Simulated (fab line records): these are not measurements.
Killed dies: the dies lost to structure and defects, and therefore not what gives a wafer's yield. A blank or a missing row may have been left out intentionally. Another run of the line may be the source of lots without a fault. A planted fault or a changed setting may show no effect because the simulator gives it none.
A struck lot beside a sound one / flow n5 finfet / 37 steps out of a route of 1938
Sound: wafers L695.1, L695.4, L695.5. Struck: wafer L693.2. (L693.1, L693.6 of the same lot were not struck and are left out.) The cause comes at the end.
Per side, at each step with rows, come the tool, then ch with its chambers, and then its first start. Under that, the readings that differ: sound wafers / struck wafers / difference of the means / sigmas: that difference in standard deviations of wafers without a fault.
alike: words and numbers the same on both sides, and readings whose means are apart by under 2 such deviations; not compared: readings that were withheld, readings missing a value for some wafer, numbers with overlapping values and no deviation given by the record, and bounds like >300 which may hide the same value.
A row with sigmas, a row that says differs or no value, or rows on one side alone: a step with any of these is where the two part. Numbers that have no deviation but don't overlap get no sigmas and don't part them. Lack of a reading on every wafer of one side parts them only where that side has two or more wafers.

first, 10 steps without rows for these wafers: N5_BEOL_M5_STRIP_36 (strips in N2/H2); N5_BEOL_M5_TRENCH_ETCH_37 (etches SiCOH lowk in C4F6/O2, target depth 71.652 nm, time 24.7 s); N5_BEOL_M5_ETCH_41 (etches SiCN in CH3F/O2, target depth 31.5 nm, time 56.7 s); N5_BEOL_M5_STRIP_91 (strips in N2/H2, time 10 s); N5_BEOL_M5_HM_STRIP_39 (strips TiN in peroxide tin strip, target depth 25 nm, time 158 s); N5_BEOL_M5_SRD_40 (time 30 s); N5_BEOL_M5_PRECLEAN_42 (cleans in residue remover, time 60 s); N5_BEOL_M5_SRD_43 (time 30 s); N5_BEOL_M5_CURE_80 (cures SiCOH lowk, time 120 s); N5_BEOL_M5_DEGAS_44 (time 60 s).
N5_BEOL_M5_PRE_CLEAN_45: time 30 s.
  struck on pvd sputter-01, day 16 08:29; sound on pvd sputter-02, day 17 09:04
reading=heater power w (W); sound=285 305 308; struck=361; difference=+62; sigmas=+2
then, 25 steps without rows for these wafers: N5_BEOL_M5_ALD_86 (deposits TaN, pulse time 2 s, purge time 3 s, co reactant purge time 2 s); N5_BEOL_M5_SURFACE_TREAT_87; N5_BEOL_M5_CVD_47 (deposits Co from CCTBA/H2, target thk 3 nm, time 216 s); N5_BEOL_M5_SPUTTER_48 (material Cu, target thk 15 nm, time 27.62 s); N5_BEOL_M5_ANNEAL_49 (time 1800 s); N5_BEOL_M5_SPUTTER_81 (material Cu, target thk 15 nm, time 27.62 s); N5_BEOL_M5_ANNEAL_82 (time 1800 s); N5_BEOL_M5_SPUTTER_83 (material Cu, target thk 15 nm, time 27.62 s); N5_BEOL_M5_ANNEAL_84 (time 1800 s); N5_BEOL_M5_SPUTTER_88 (material Cu, target thk 15 nm, time 27.62 s); N5_BEOL_M5_ANNEAL_89 (time 1800 s); N5_BEOL_M5_SPUTTER_90 (material Cu, target thk 4.5 nm, time 8.29 s); N5_BEOL_M5_ECD_50 (material Cu, target thk 300 nm); N5_BEOL_M5_ANNEAL_51 (time 90 s); N5_BEOL_M5_CMP_52 (polishes, stops on SiCOH lowk, t overpolish 6.9 s, target thk 62 nm); N5_BEOL_M5_PRE_CLEAN_77 (time 15 s); N5_BEOL_M5_CO_CAP_78 (material Co, precursor CCTBA/H2, target thk 2 nm, time 102.1 s); N5_BEOL_M5_PRE_CLEAN_55 (time 15 s); N5_BEOL_M5_DEP_56 (deposits SiCN from 3MS/NH3, target thk 8 nm, time 14 s); N5_BEOL_M6_ILD_DEP_00 (deposits SiCOH lowk from DEMS/porogen, target thk 179.75 nm, time 33.4 s); N5_BEOL_M6_CURE_74 (cures SiCOH lowk, time 240 s); N5_BEOL_M6_PECVD_70 (deposits SiO2 from TEOS/O2, target thk 20 nm, time 22.7 s); N5_BEOL_M6_HM_DEP_02 (deposits TiN, target thk 20 nm); N5_BEOL_M6_COAT_59 (time 60 s, resist thk 100 nm); N5_BEOL_M6_COAT_60 (time 60 s, resist thk 35 nm).
-- a jump in the record: the struck wafers' starts before and after are 4 days apart (it breaks off in module BEOL_M6 and resumes in module PASSIVATION, where the first step shown is number 1936 of the route) --
N5_PASSIVATION_PROBE_49:
  rows exist in the record for the struck wafers here (prober-01, day 20 17:53), but not for the sound ones

== WHERE THEY PART ==
At N5_BEOL_M5_PRE_CLEAN_45 first; at N5_PASSIVATION_PROBE_49 last (within this record only).

WHY: what had been put in by the simulator
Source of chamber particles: pvd sputter-01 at N5_BEOL_M5_PRE_CLEAN_45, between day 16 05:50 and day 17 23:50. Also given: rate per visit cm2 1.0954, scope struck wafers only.
